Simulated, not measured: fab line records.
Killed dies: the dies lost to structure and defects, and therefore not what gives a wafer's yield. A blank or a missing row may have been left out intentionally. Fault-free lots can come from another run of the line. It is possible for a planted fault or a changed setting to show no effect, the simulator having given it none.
Which tool was responsible?	flow nand_harc	14 lots with 42 wafers sampled at 5 steps, on a route of 1302 steps

WHAT THE GAUGES READ, wafer by wafer
NHARC_A_M0_CD_MEAS_09: target cd 80 nm. Usual: cd_nm at 79.6 nm, with a standard deviation of 0.65.
lot	measured	on	cd_nm (nm)	flag
L575	day 22 22:32	cd_sem-02	78.7 78.9 80.1	
L576	day 23 11:06	cd_sem-01	79.3 80.0 79.4	
L577	day 23 13:46	cd_sem-02	79.1 79.9 79.6	
L586	day 27 17:40	cd_sem-03	79.6 81.3 80.4	
L587	day 28 01:13	cd_sem-02	79.9 80.6 78.8	
L589	day 28 21:35	cd_sem-01	80.3 80.1 79.7	
L592	day 29 13:52	cd_sem-01	79.5 79.6 80.1	
L591	day 29 22:20	cd_sem-02	80.5 81.0 80.7	
L593	day 30 04:38	cd_sem-03	79.8 80.2 79.1	
L594	day 30 18:24	cd_sem-02	78.9 79.3 79.3	
L595	day 30 21:10	cd_sem-03	80.6 78.8 79.5	
L596	day 31 18:34	cd_sem-02	79.9 80.2 79.6	
L597	day 31 19:56	cd_sem-03	78.8 78.7 78.9	
L598	day 32 05:37	cd_sem-02	80.1 79.1 80.6	

NHARC_A_M0_OVL_MEAS_10: pitch 160 nm. Usual: overlay_x_nm -0.2 nm, standard deviation 0.88; overlay_y_nm 0.0 nm, standard deviation 0.76.
lot	measured	on	overlay_x_nm (nm)	overlay_y_nm (nm)	flag
L575	day 22 22:37	overlay-02	0.0 0.1 0.3	0.6 0.9 0.3	
L576	day 23 11:11	overlay-02	-2.2 -2.1 -2.0	-0.3 -0.2 0.1	
L577	day 23 13:52	overlay-02	0.3 0.4 0.3	0.6 0.1 0.5	
L586	day 27 17:45	overlay-01	0.7 0.5 0.1	-0.6 -0.5 -0.5	
L587	day 28 01:18	overlay-01	-1.0 -1.5 -1.3	1.0 1.0 0.6	
L589	day 28 21:40	overlay-02	0.0 0.1 0.0	-0.2 -0.2 -0.1	
L592	day 29 13:58	overlay-02	-0.7 -0.6 -0.1	0.2 -0.3 -0.7	
L591	day 29 22:25	overlay-01	0.0 -0.1 -0.3	-0.9 -0.9 -0.8	
L593	day 30 04:44	overlay-01	0.6 1.2 1.0	0.9 0.8 1.0	
L594	day 30 18:29	overlay-01	-0.3 -0.7 -1.5	-0.5 0.9 0.0	
L595	day 30 21:15	overlay-02	-0.7 -1.3 -1.4	0.5 0.0 0.7	
L596	day 31 18:39	overlay-02	0.7 0.4 1.2	0.7 0.7 0.3	
L597	day 31 20:01	overlay-01	0.8 0.4 0.8	-1.6 -1.8 -2.0	
L598	day 32 05:42	overlay-02	0.5 0.5 0.8	-1.1 -1.3 -0.7	

NHARC_END_SORT_01. Usual: killed_at_array 59, standard deviation 16; killed_at_other 0.8, standard deviation 1.1; killed_at_periphery 3.6, standard deviation 2.4; killed_dies 64, standard deviation 16; killed_open 3.4, standard deviation 1.8; killed_short 2.5, standard deviation 1.6.
lot	measured	on	killed_at_array	killed_at_other	killed_at_periphery	killed_dies	killed_open	killed_short	flag
L586	day 29 15:14	prober-01	141 125 147	1 1 0	1 2 3	143 128 150	2 2 3	3 1 3	OFF
L587	day 30 03:14	prober-01	106 112 123	0 1 0	2 2 3	108 115 126	1 4 2	1 1 3	OFF

WHICH TOOL RAN EACH LOT (tool, then ch and the chambers of the sampled wafers, then the start)
lot	NHARC_A_CONTACT_CMP_20	NHARC_A_BLC_PRE_CLEAN_31
L575	cmp-04 ch 1,2,3, day 22 17:32	pvd_sputter-02, day 22 20:17
L576	cmp-03 ch 2,3, day 23 06:23	pvd_sputter-02, day 23 09:01
L577	cmp-01 ch 0,1, day 23 07:58	pvd_sputter-01, day 23 11:08
L586	cmp-01 ch 1,2,3, day 27 11:44	pvd_sputter-01, day 27 14:26
L587	cmp-04 ch 0,3, day 27 16:40	pvd_sputter-01, day 27 19:17
L589	cmp-04 ch 2,3, day 28 16:48	pvd_sputter-02, day 28 19:22
L592	cmp-01 ch 0,1,3, day 29 09:03	pvd_sputter-03, day 29 11:37
L591	cmp-03 ch 1,3, day 29 17:21	pvd_sputter-02, day 29 20:05
L593	cmp-04 ch 1,2,3, day 29 23:43	pvd_sputter-01, day 30 02:25
L594	cmp-01 ch 1,2,3, day 30 13:23	pvd_sputter-03, day 30 16:05
L595	cmp-03 ch 1,2,3, day 30 16:14	pvd_sputter-01, day 30 18:56
L596	cmp-03 ch 0,2, day 31 13:39	pvd_sputter-02, day 31 16:21
L597	cmp-04 ch 0,2,3, day 31 15:01	pvd_sputter-03, day 31 17:35
L598	cmp-04 ch 0,1,3, day 32 00:39	pvd_sputter-03, day 32 03:23
- NHARC_A_CONTACT_CMP_20: polishes, t overpolish 30 s, target thk 300 nm.
- NHARC_A_BLC_PRE_CLEAN_31: time 15 s.

AS READ BY THE TOOLS THEMSELVES (means over the sampled wafers that have a number; for cases with no such wafer, the mark the record gives instead)
NHARC_A_CONTACT_CMP_20. Usual: motor_current_A 12.2 A, standard deviation 1; overpolish_run_s 30.001 s, standard deviation 0.0088; time_to_endpoint_s 59 s, standard deviation 3.3.
lot	tool	motor_current_A (A)	overpolish_run_s (s)	time_to_endpoint_s (s)	flag
L575	cmp-04	11.9	29.999	60	
L576	cmp-03	11.7	30.005	61	
L577	cmp-01	10.7	29.990	60	
L586	cmp-01	12.2	29.996	59	
L587	cmp-04	13.1	30.003	60	
L589	cmp-04	11.8	29.995	57	
L592	cmp-01	11.8	30.000	57	
L591	cmp-03	12.2	29.993	60	
L593	cmp-04	11.9	29.997	59	
L594	cmp-01	12.0	29.997	60	
L595	cmp-03	11.5	30.006	66	
L596	cmp-03	11.1	30.002	67	
L597	cmp-04	12.4	30.010	57	
L598	cmp-04	12.8	30.011	60	

THE ANSWER, worked out from the rows above alone
Rule: a lot is off if the mean of its wafers that have a number lies more than 3 standard deviations from the usual mean. Also off: a lot with no number at a reading for which 4 or more lots have one. Where the step has rows for the other lots, those lots are counted as sound. Order of review: gauges by route order, followed by the tools' own readings, for which a lot's mean as printed above is used. At the first step where some lot is off, the reading lying furthest off is the one used; lots without a number count as furthest.
Off: L586, L587, at NHARC_END_SORT_01 (killed_at_array). Neither off nor sound, because the step has no rows for them: L575, L576, L577, L589, L592, L591, L593, L594, L595, L596, L597, L598.
If a tool, at a process step before that reading, ran all the lots that are off and no sound lot after the first of them, it fits. Those tools and the gauges at NHARC_END_SORT_01 are tried in the same way. 2 tools fit, pvd_sputter-01 at NHARC_A_BLC_PRE_CLEAN_31 and prober-01 at NHARC_END_SORT_01, so this cannot tell which one it is.

WHAT THE SIMULATOR HAD PUT IN
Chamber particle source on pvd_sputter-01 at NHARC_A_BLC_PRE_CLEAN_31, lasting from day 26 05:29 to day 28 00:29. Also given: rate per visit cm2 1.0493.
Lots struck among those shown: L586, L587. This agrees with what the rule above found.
